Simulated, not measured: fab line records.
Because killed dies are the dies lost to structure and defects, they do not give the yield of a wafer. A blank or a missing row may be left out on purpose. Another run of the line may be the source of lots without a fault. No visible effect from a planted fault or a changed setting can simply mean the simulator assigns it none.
A struck lot beside a sound one / flow nand_harc / 15 out of 1159 route steps
Sound: the wafers L627.1, L627.3, L627.6. The struck wafers were L644.3, L644.4, L644.5. The cause is named last.
Per side, at each step with rows, come the tool, then ch with its chambers, and then its first start. Under that, the readings that differ: sound wafers / struck wafers / difference of the means / sigmas: that difference in standard deviations of wafers without a fault.
alike: readings with means less than 2 such deviations apart, plus words and numbers identical on both sides. not compared: withheld readings, readings lacking a value on some wafer, bounds such as >300 that could conceal the same value, and numbers that have no deviation in the record and whose values overlap.
A row with sigmas, a row that says differs or no value, or rows on one side alone: a step with any of these is where the two part. Non-overlapping numbers with no deviation appear without sigmas and do not part them. A reading that every wafer of one side lacks parts them only if that side has two wafers or more.

first, 2 steps without rows for these wafers: NHARC_THIN_TSV_ETCH_44 (etches the open film in CF4/O2, target depth 1594.2 nm, time 797.1 s); NHARC_THIN_TSV_ETCH_15 (target depth 3000 nm, bosch target overetch cycles 2, bosch etch step 2.8 s).
NHARC_THIN_TSV_CD_MEAS_16:
  sound: cd_sem-03 at day 19 17:29; struck: cd_sem-02 at day 22 22:32
  alike: cd_nm
NHARC_THIN_TSV_STRIP_45: strips in O2.
  sound on plasma_asher-02 ch 0,1, day 19 17:36; struck on plasma_asher-01 ch 0,1, day 22 22:41
  alike: drypump_motor_current_A, heater_power_w
  not compared: rf_hours_counter_h
then, 4 steps without rows for these wafers: NHARC_THIN_TSV_STRIP_46 (strips in post etch residue remover, time 1200 s); NHARC_THIN_TSV_DEP_47 (deposits SiO2, target thk 200 nm); NHARC_THIN_TSV_ETCHBACK_48 (etches the open film in C4F8/Ar, target depth 1028.5 nm, time 405.17 s); NHARC_THIN_TSV_STRIP_62 (strips in N2/H2, time 20 s).
NHARC_THIN_TSV_DEGAS_49: time 120 s.
  sound: pvd_sputter-02 at day 19 19:24; struck: pvd_sputter-03 at day 23 00:28
  alike: heater_power_w
NHARC_THIN_TSV_PRE_CLEAN_50: time 30 s.
  sound on pvd_sputter-02; struck on pvd_sputter-03
  alike: heater_power_w
NHARC_THIN_TSV_PVD_19: deposits TaN, target thk 20 nm.
  sound on pvd_sputter-02; struck on pvd_sputter-03
  alike: chamber_pressure_pa, throttle_valve_pct
then, 1 step without rows for these wafers: NHARC_THIN_TSV_PVD_51 (deposits Cu, target thk 100 nm).
NHARC_THIN_TSV_ECD_20: material Cu, target thk 2000 nm.
  sound on ecd_cu-02 ch 0,1, day 19 20:07; struck on ecd_cu-01 ch 0,1, day 23 02:49
NHARC_THIN_TSV_ANNEAL_52: time 90 s.
  sound on rtp_anneal-01 ch 0, day 19 20:50; struck on rtp_anneal-01 ch 0, day 23 03:45
  alike: wafer_temp_C_max
NHARC_END_SORT_01:
  sound on prober-02 ch 0, day 20 11:59; struck on prober-01 ch 0, day 23 13:55
  alike: defect_limited_yield, killed_at_array, killed_at_other, killed_at_periphery, killed_dies, killed_open, killed_short, sort_bin_2_pct, sort_bin_3_pct, sort_bin_4_pct, sort_n_pass, sort_rim_yield_pct, sort_yield_pct

WHERE THEY PART
Nowhere in this record.

WHY: what the simulator had put in
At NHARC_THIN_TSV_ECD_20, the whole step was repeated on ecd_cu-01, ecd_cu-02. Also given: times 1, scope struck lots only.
